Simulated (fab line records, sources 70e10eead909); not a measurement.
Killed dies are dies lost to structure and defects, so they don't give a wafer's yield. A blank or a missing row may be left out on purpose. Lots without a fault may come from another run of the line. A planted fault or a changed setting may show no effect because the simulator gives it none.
Chamber matching | flow nand_harc | NHARC_A_CONTACT_DESCUM_74 on rie_diel-11: 4 sister chambers
The step chemistry O2, time 3 s. 14 wafers are shown with their chamber, then 7 later ones without.

WAFERS WITH THEIR CHAMBER
wafer  | chamber | drypump_motor_current_A (A) | showerhead_plenum_p_Torr (Torr) | rf_vpp_V (V)
L157.1 | 0       | 4.9                         | 1.85                            | 57.8
L157.2 | 2       | 5.9                         | 1.86                            | 58.6
L157.4 | 1       | 5.7                         | 1.97                            | 57.6
L156.1 | 0       | 4.9                         | 1.85                            | 58.3
L156.2 | 3       | 5.8                         | 2.01                            | 59.4
L156.6 | 1       | 5.7                         | 1.97                            | 57.5
L158.2 | 3       | 5.9                         | 2.01                            | 59.1
L158.3 | 2       | 5.9                         | 1.86                            | 58.6
L158.4 | 0       | 4.9                         | 1.85                            | 59.1
L164.1 | 0       | 4.9                         | 1.84                            | 57.6
L164.3 | 1       | 5.7                         | 1.97                            | 58.1
L164.6 | 1       | 5.7                         | 1.97                            | 57.7
L172.2 | 0       | 4.9                         | 1.84                            | 58.0
L172.3 | 3       | 5.8                         | 2.00                            | 59.2

SIGNATURES (means of the wafers above)
reading                  | chamber 0 | chamber 1 | chamber 2 | chamber 3 | scatter within a chamber
drypump_motor_current_A  | 4.900     | 5.700     | 5.900     | 5.833     | 0.0258
showerhead_plenum_p_Torr | 1.8460    | 1.9700    | 1.8600    | 2.0067    | 0.00432
rf_vpp_V                 | 58.160    | 57.725    | 58.600    | 59.233    | 0.403
Rule: a wafer's distance from a chamber is the root of the sum, over the readings, of the square of ((its reading less the chamber's mean) divided by the reading's scatter). The wafer belongs to the nearest chamber; if the next one is less than 2 further off, it can't be placed. The scatter: the root of (the sum of the squares of (reading less its chamber's mean) over the shown wafers, divided by (wafers less chambers)).

WAFERS WITHOUT THEIR CHAMBER
wafer  | drypump_motor_current_A (A) | showerhead_plenum_p_Torr (Torr) | rf_vpp_V (V)
L172.6 | 5.7                         | 1.97                            | 58.2
L174.1 | 5.7                         | 1.97                            | 57.4
L174.4 | 5.8                         | 2.00                            | 57.5
L174.5 | 4.9                         | 1.84                            | 56.8
L175.1 | 5.8                         | 2.00                            | 58.1
L175.2 | 5.8                         | 1.85                            | 56.2
L175.3 | 5.7                         | 1.96                            | 56.9

WHICH CHAMBER EACH WENT THROUGH
wafer  | from the rows above | in truth
L172.6 | 1                   | 1
L174.1 | 1                   | 1
L174.4 | 3                   | 3
L174.5 | 0                   | 0
L175.1 | 3                   | 3
L175.2 | 2                   | 2
L175.3 | 1                   | 1
Placed correctly: 7 of 7. Can't be placed from these rows: 0. Placed wrongly: 0.
